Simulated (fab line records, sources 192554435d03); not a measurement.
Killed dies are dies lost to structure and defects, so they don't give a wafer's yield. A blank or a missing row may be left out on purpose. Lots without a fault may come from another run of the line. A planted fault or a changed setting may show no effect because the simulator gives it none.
A struck lot beside a sound one | flow n5_finfet | 15 steps out of a route of 1938
Sound: wafers L673.4, L673.5, L673.6. Struck: wafer L664.1. (L664.4 of the same lot was not struck and is left out.) The cause comes at the end.
At each step with rows: each side's tool, then ch and its chambers, then its first start. Under that, the readings that differ: sound wafers | struck wafers | difference of the means | sigmas: that difference in standard deviations of wafers without a fault.
alike: readings whose means differ by less than 2 such deviations, and words and numbers that are the same on both sides. not compared: withheld readings, readings that some wafer has no value for, bounds like >300 that may hide the same value, and numbers for which the record gives no deviation and whose values overlap.
The two part at a step that has a row with sigmas, a row that says differs or no value, or rows on one side only. Numbers that don't overlap but have no deviation are shown without sigmas and don't part them. A reading that every wafer of one side lacks parts them only if that side has two wafers or more.

first, 1 step without rows for these wafers: N5_BEOL_M11_DEVELOP_27 (develop time 30 s).
N5_BEOL_M11_CD_MEAS_28: target cd 70 nm.
  sound on cd_sem-01 ch 0, day 18 01:13; struck on cd_sem-01 ch 0, day 14 01:17
  alike: cd_nm
N5_BEOL_M11_OVL_MEAS_29:
  sound on overlay-02 ch 0, day 18 01:15; struck on overlay-02 ch 0, day 14 01:19
  alike: V10_OVL
N5_BEOL_M11_INSPECT_30: inspects for defects (brightfield).
  sound on defect_inspect-02, day 18 01:16; struck on defect_inspect-02, day 14 01:20
  alike: raw_defect_count
then, 1 step without rows for these wafers: N5_BEOL_M11_DESCUM_33 (chemistry O2, time 7.9 s).
N5_BEOL_M11_ETCH_65: etches SiARC in CF4, target depth 39 nm, time 65 s.
  sound on rie_diel-01 ch 1,2,3, day 18 01:22; struck on rie_diel-02 ch 0, day 14 01:38
  reading                | sound             | struck | difference                   | sigmas
  rf_hours_counter_h (h) | - - -             | 87     | no value on the sound wafers |
  throttle_valve_pct (%) | 15.52 15.80 16.16 | 15.39  | -0.44                        | -2
  alike: chamber_pressure_mTorr, drypump_motor_current_A, etch_rf_on_time_s, oes_product_au, rf_vpp_V, showerhead_plenum_p_Torr
N5_BEOL_M11_ETCH_66: etches SOC in N2/H2, target depth 120 nm, overetch 24 nm, time 180 s.
  sound on rie_diel-01 ch 1,2,3, day 18 01:26; struck on rie_diel-02 ch 0, day 14 01:41
  reading                | sound             | struck | difference                   | sigmas
  h2_flow_sccm (sccm)    | 199.5 199.6 199.1 | 200.8  | +1.4                         | +2
  rf_hours_counter_h (h) | - - -             | 87     | no value on the sound wafers |
  throttle_valve_pct (%) | 17.93 18.09 18.30 | 17.53  | -0.58                        | -3
  alike: chamber_pressure_mTorr, drypump_motor_current_A, n2_flow_sccm, oes_product_au, rf_vpp_V, showerhead_plenum_p_Torr
then, 1 step without rows for these wafers: N5_BEOL_M11_STRIP_69 (strips in N2/H2).
N5_BEOL_M11_VIA_ETCH_34: etches SiCOH lowk in C4F6/O2, target depth 184.5 nm, time 69.2 s.
  sound on rie_diel-01 ch 1,2,3, day 18 01:32; struck on rie_diel-02 ch 0, day 14 01:49
  reading                | sound             | struck | difference                   | sigmas
  rf_hours_counter_h (h) | - - -             | 87     | no value on the sound wafers |
  throttle_valve_pct (%) | 20.98 20.98 21.27 | 20.54  | -0.54                        | -3
  alike: chamber_pressure_mTorr, drypump_motor_current_A, oes_o_777_au, oes_product_au, rf_vpp_V, showerhead_plenum_p_Torr
then, 1 step without rows for these wafers: N5_BEOL_M11_STRIP_73 (strips in C4F6/O2).
N5_BEOL_M11_STRIP_36: strips in N2/H2.
  sound on rie_diel-01 ch 1,2,3, day 18 01:35; struck on rie_diel-02 ch 0, day 14 01:52
  reading                | sound             | struck | difference                   | sigmas
  rf_hours_counter_h (h) | - - -             | 87     | no value on the sound wafers |
  rf_vpp_V (V)           | 58.9 58.4 59.7    | 54.3   | -4.7                         | -2
  throttle_valve_pct (%) | 23.95 23.99 23.95 | 23.31  | -0.65                        | -3
  alike: chamber_pressure_mTorr, drypump_motor_current_A, h2_flow_sccm, n2_flow_sccm, oes_product_au, showerhead_plenum_p_Torr
then, 1 step without rows for these wafers: N5_BEOL_M11_TRENCH_ETCH_37 (etches SiCOH lowk in C4F6/O2, target depth 148.83 nm, time 48 s).
N5_BEOL_M11_ETCH_41: etches SiCN in CH3F/O2, target depth 42.6 nm, time 86 s.
  sound on rie_diel-01 ch 1,2,3, day 18 01:41; struck on rie_diel-02 ch 0, day 14 01:57
  reading                  | sound             | struck | difference                   | sigmas
  rf_hours_counter_h (h)   | - - -             | 87     | no value on the sound wafers |
  throttle_valve_pct (%)   | 16.29 16.49 16.76 | 16.01  | -0.50                        | -3
  model.etch.depth_nm (nm) | 33.09 32.44 32.04 | 25.54  | -6.98                        |
  alike: chamber_pressure_mTorr, drypump_motor_current_A, oes_product_au, rf_vpp_V, showerhead_plenum_p_Torr
N5_BEOL_M11_STRIP_77: strips in N2/H2, time 10 s.
  sound on rie_diel-01 ch 1,2,3; struck on rie_diel-02 ch 0
  reading                | sound             | struck | difference                   | sigmas
  rf_hours_counter_h (h) | - - -             | 87     | no value on the sound wafers |
  rf_vpp_V (V)           | 59.3 58.8 61.7    | 57.7   | -2.2                         | -3
  throttle_valve_pct (%) | 23.99 24.00 23.94 | 23.28  | -0.70                        | -3
  alike: chamber_pressure_mTorr, drypump_motor_current_A, h2_flow_sccm, n2_flow_sccm, oes_product_au, showerhead_plenum_p_Torr
N5_PASSIVATION_PROBE_49:
  the record has rows for the sound wafers here (prober-01, day 19 16:58) and none for the struck ones

WHERE THEY PART
First at N5_BEOL_M11_ETCH_65; last, within this record, at N5_PASSIVATION_PROBE_49.

WHY: what the simulator had put in
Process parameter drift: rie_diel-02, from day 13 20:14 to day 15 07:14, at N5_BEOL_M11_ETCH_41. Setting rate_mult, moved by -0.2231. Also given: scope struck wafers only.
